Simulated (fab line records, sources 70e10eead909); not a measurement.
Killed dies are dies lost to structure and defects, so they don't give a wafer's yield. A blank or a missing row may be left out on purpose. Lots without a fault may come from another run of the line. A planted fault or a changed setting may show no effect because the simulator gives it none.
A struck lot beside a sound one | flow nand_harc | 14 steps out of a route of 1159
Sound: wafers L452.2, L452.3, L452.6. Struck: wafer L461.4. (L461.5, L461.6 of the same lot were not struck and are left out.) The cause comes at the end.
At each step with rows: each side's tool, then ch and its chambers, then its first start. Under that, the readings that differ: sound wafers | struck wafers | difference of the means | sigmas: that difference in standard deviations of wafers without a fault.
alike: readings whose means differ by less than 2 such deviations, and words and numbers that are the same on both sides. not compared: withheld readings, readings that some wafer has no value for, bounds like >300 that may hide the same value, and numbers for which the record gives no deviation and whose values overlap.
The two part at a step that has a row with sigmas, a row that says differs or no value, or rows on one side only. Numbers that don't overlap but have no deviation are shown without sigmas and don't part them. A reading that every wafer of one side lacks parts them only if that side has two wafers or more.

NHARC_A_CONTACT_INSPECT_10:
  sound on defect_inspect-02, day 19 14:34; struck on defect_inspect-01, day 21 08:43
  alike: raw_defect_count
NHARC_A_CONTACT_DESCUM_13: chemistry O2, time 3 s.
  sound on rie_diel-03 ch 0,2, day 19 14:38; struck on rie_diel-12 ch 1, day 21 08:49
  alike: chamber_pressure_mTorr, drypump_motor_current_A, oes_product_au, rf_vpp_V, showerhead_plenum_p_Torr, throttle_valve_pct
  not compared: rf_hours_counter_h
then, 1 step without rows for these wafers: NHARC_A_CONTACT_ETCH_88 (etches the open film in CF4, target depth 39 nm, time 65 s).
NHARC_A_CONTACT_ETCH_89: etches the open film in N2/H2, target depth 260 nm, time 475.3 s.
  sound on rie_diel-03 ch 0,2; struck on rie_diel-12 ch 0
  reading             | sound             | struck | difference | sigmas
  n2_flow_sccm (sccm) | 148.3 149.9 149.4 | 151.1  | +1.9       | +4
  rf_fwd_power_W (W)  | 398.4 398.5 398.6 | 401.6  | +3.1       | +3
  alike: chamber_pressure_mTorr, drypump_motor_current_A, oes_product_au, rf_vpp_V, showerhead_plenum_p_Torr, throttle_valve_pct
  not compared: rf_hours_counter_h
then, 3 steps without rows for these wafers: NHARC_A_CONTACT_ETCH_30 (etches the open film in CF4/CHF3, target depth 60.5 nm, time 30.2 s); NHARC_A_CONTACT_ETCH_31 (etches the open film in O2/COS, target depth 2000 nm, time 520 s); NHARC_A_CONTACT_ETCH_134 (etches the open film in C4F8/O2/Ar, time 140 s, target depth 700 nm).
NHARC_A_CONTACT_ETCH_135: etches the open film in C4F8/O2/Ar, time 132 s, target depth 1287 nm.
  sound on har_cap_etch-01 ch 0,1, day 19 15:52; struck on har_cap_etch-03 ch 1, day 21 10:05
  alike: chamber_pressure_mTorr
  not compared: rf_hours_counter_h
NHARC_A_CONTACT_ETCH_136: etches the open film in C4F8/O2/Ar, time 132 s, target depth 1287 nm.
  sound on har_cap_etch-01 ch 0,1, day 19 15:59; struck on har_cap_etch-03 ch 1, day 21 10:12
  alike: chamber_pressure_mTorr
  not compared: rf_hours_counter_h
NHARC_A_CONTACT_ETCH_137: etches the open film in C4F8/O2/Ar, time 132 s, target depth 1287 nm.
  sound on har_cap_etch-01 ch 0,1, day 19 16:06; struck on har_cap_etch-03 ch 1, day 21 10:19
  alike: chamber_pressure_mTorr
  not compared: rf_hours_counter_h
then, 2 steps without rows for these wafers: NHARC_A_CONTACT_ETCH_138 (etches the open film in C4F8/O2/Ar, time 132 s, target depth 1289 nm); NHARC_A_CONTACT_ETCH_139 (etches the open film in C4F8/O2/Ar, time 137 s, target depth 590 nm).
NHARC_A_CONTACT_ETCH_92: etches the open film in CH3F/O2, target depth 40 nm, time 85.7 s.
  sound on rie_diel-12 ch 1,2,3, day 19 16:44; struck on rie_diel-03 ch 0, day 21 10:56
  reading                     | sound          | struck | difference | sigmas
  drypump_motor_current_A (A) | 4.7 6.0 5.5    | 6.3    | +0.9       | +2
  oes_product_au (a.u.)       | 0.99 0.97 1.00 | 0.75   | -0.24      | -7
  alike: chamber_pressure_mTorr, rf_fwd_power_W, rf_vpp_V, showerhead_plenum_p_Torr, throttle_valve_pct
  not compared: rf_hours_counter_h
then, 1 step without rows for these wafers: NHARC_A_CONTACT_ETCH_98 (etches the open film in C4F6/O2, target depth 20 nm, time 10 s).

WHERE THEY PART
First at NHARC_A_CONTACT_ETCH_89; last, within this record, at NHARC_A_CONTACT_ETCH_92.

WHY: what the simulator had put in
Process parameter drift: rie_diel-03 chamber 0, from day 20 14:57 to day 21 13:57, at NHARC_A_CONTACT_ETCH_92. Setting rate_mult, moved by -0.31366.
